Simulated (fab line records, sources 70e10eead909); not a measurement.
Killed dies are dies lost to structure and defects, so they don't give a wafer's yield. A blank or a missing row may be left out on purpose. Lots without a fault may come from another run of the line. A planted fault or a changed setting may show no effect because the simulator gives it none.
A struck lot beside a sound one | flow nand_harc | 15 steps out of a route of 1159
Sound: wafers L299.2, L299.3, L299.6. Struck: wafer L290.4. (L290.2, L290.3 of the same lot were not struck and are left out.) The cause comes at the end.
At each step with rows: each side's tool, then ch and its chambers, then its first start. Under that, the readings that differ: sound wafers | struck wafers | difference of the means | sigmas: that difference in standard deviations of wafers without a fault.
alike: readings whose means differ by less than 2 such deviations, and words and numbers that are the same on both sides. not compared: withheld readings, readings that some wafer has no value for, bounds like >300 that may hide the same value, and numbers for which the record gives no deviation and whose values overlap.
The two part at a step that has a row with sigmas, a row that says differs or no value, or rows on one side only. Numbers that don't overlap but have no deviation are shown without sigmas and don't part them. A reading that every wafer of one side lacks parts them only if that side has two wafers or more.

first, 7 steps without rows for these wafers: NHARC_P_BONDPAD_COAT_36 (time 65 s); NHARC_P_BONDPAD_COAT_03 (resist thk 600 nm); NHARC_P_BONDPAD_SOFTBAKE_04 (time 70 s); NHARC_P_BONDPAD_EBR_05; NHARC_P_BONDPAD_EXPOSE_06 (exposes mask P BPAD); NHARC_P_BONDPAD_PEB_07 (peb time 80 s); NHARC_P_BONDPAD_DEVELOP_08 (time 50 s).
NHARC_P_BONDPAD_CD_MEAS_09: target cd 500 nm.
  sound on cd_sem-03 ch 0, day 10 15:52; struck on cd_sem-02 ch 0, day 8 12:44
  alike: cd_nm
NHARC_P_BONDPAD_OVL_MEAS_38:
  sound on overlay-01, day 10 15:57; struck on overlay-02, day 8 12:49
  alike: overlay_x_nm, overlay_y_nm
then, 1 step without rows for these wafers: NHARC_P_BONDPAD_HARDBAKE_10 (time 65 s).
NHARC_P_BONDPAD_DESCUM_11: chemistry O2, time 3 s.
  sound on rie_diel-08 ch 0,2,3, day 10 16:08; struck on rie_diel-08 ch 1, day 8 12:56
  alike: drypump_motor_current_A, oes_product_au, rf_vpp_V, showerhead_plenum_p_Torr, throttle_valve_pct
  not compared: rf_hours_counter_h
NHARC_P_BONDPAD_ETCH_37: etches the open film in N2/H2, target depth 60 nm, overetch 18 nm, time 65.91 s.
  sound on rie_diel-08 ch 1,3, day 10 16:16; struck on rie_diel-08 ch 1, day 8 13:02
  alike: bias_w, drypump_motor_current_A, h2_flow_sccm, oes_product_au, rf_fwd_power_W, rf_vpp_V, showerhead_plenum_p_Torr, throttle_valve_pct
  not compared: rf_hours_counter_h
NHARC_P_BONDPAD_ETCH_12: etches the open film in CHF3/O2, target depth 200 nm, time 100 s.
  sound on rie_diel-08 ch 0,1,2, day 10 16:21; struck on rie_diel-08 ch 0, day 8 13:07
  reading               | sound             | struck | difference | sigmas
  oes_product_au (a.u.) | 0.945 0.942 0.958 | 1.217  | +0.269     | +12
  rf_fwd_power_W (W)    | 496.9 497.4 497.4 | 697.7  | +200.5     | +99 or more
  alike: bias_w, drypump_motor_current_A, rf_vpp_V, showerhead_plenum_p_Torr, throttle_valve_pct
  not compared: rf_hours_counter_h
NHARC_P_BONDPAD_CD_MEAS_13:
  sound on cd_sem-01, day 10 16:29; struck on cd_sem-03, day 8 13:16
  reading    | sound             | struck | difference | sigmas
  cd_nm (nm) | 496.2 496.5 497.1 | 502.3  | +5.7       | +3
-- the record jumps here: 14 days lie between the struck wafers' starts before and after (it left off in module P_BONDPAD and takes up again in module END, whose first step shown is number 1159 of the route) --
NHARC_END_SORT_01:
  sound on prober-02 ch 0, day 24 10:20; struck on prober-01 ch 0, day 22 02:50
  reading                  | sound          | struck | difference | sigmas
  defect_limited_yield (%) | 97.3 97.3 96.0 | 92.2   | -4.7       | -3
  killed_at_array          | 14 12 22       | 48     | +32        | +3
  killed_dies              | 18 18 27       | 53     | +32        | +3
  sort_bin_2_pct (%)       | 0.6 0.3 1.5    | 2.8    | +2.0       | +3
  sort_bin_4_pct (%)       | 1.9 2.2 2.4    | 4.9    | +2.7       | +2
  sort_n_pass              | 659 659 650    | 624    | -32        | -3
  sort_yield_pct (%)       | 97.3 97.3 96.0 | 92.2   | -4.7       | -3
  alike: killed_at_other, killed_at_periphery, killed_open, killed_short, sort_bin_3_pct, sort_rim_yield_pct

WHERE THEY PART
First at NHARC_P_BONDPAD_ETCH_12; last, within this record, at NHARC_END_SORT_01.

WHY: what the simulator had put in
Process parameter drift: rie_diel-08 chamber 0, from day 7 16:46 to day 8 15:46, at NHARC_P_BONDPAD_ETCH_12. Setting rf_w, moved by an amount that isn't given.
